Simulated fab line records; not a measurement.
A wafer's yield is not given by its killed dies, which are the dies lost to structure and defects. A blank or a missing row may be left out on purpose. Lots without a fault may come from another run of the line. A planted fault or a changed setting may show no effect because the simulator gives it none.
Which of the tools did it? :: flow nandHarc :: 6 lots, 18 wafers sampled, at 1 step of a route of 1302

WHAT EACH GAUGE READ, for each wafer
NHARC_A_SOURCE_PLATE_INSPECT_08.
lot: L890
measured: day 8 00:53
on: defectInspect-01
rawDefectCount: 72 69 160

lot: L894
measured: day 9 13:51
on: defectInspect-02
rawDefectCount: 131 121 70

lot: L902
measured: day 12 23:44
on: defectInspect-01
rawDefectCount: 99 82 64

lot: L907
measured: day 15 09:25
on: defectInspect-02
rawDefectCount: 74 58 46

lot: L909
measured: day 16 02:26
on: defectInspect-02
rawDefectCount: 67 46 69

lot: L911
measured: day 16 23:04
on: defectInspect-02
rawDefectCount: 109 45 73

WHAT TOOL EACH LOT RAN ON (gives the tool, then ch and the chambers of the sampled wafers, and finally the start)
No process step before these readings appears in the record.

THE ANSWER, worked out from the rows above alone
Rule: usual is defined by the lots themselves. The widest of any qualifying gaps counts: lots, ordered by their means at a reading, are off when they make up no more than a third of the lots, leave a main group of 4 or more, and stand apart from it by 3 or more times the standard deviation of that group's means. A main group is skipped when, at the precision printed for the reading in the tables above, its means are all equal. Also off: a lot with no number at a reading for which 4 or more lots have one. All remaining lots with rows at the step are treated as sound.
No lot is off at any reading shown: from this, nothing can be told.

WHAT THE SIMULATOR HAD INSERTED
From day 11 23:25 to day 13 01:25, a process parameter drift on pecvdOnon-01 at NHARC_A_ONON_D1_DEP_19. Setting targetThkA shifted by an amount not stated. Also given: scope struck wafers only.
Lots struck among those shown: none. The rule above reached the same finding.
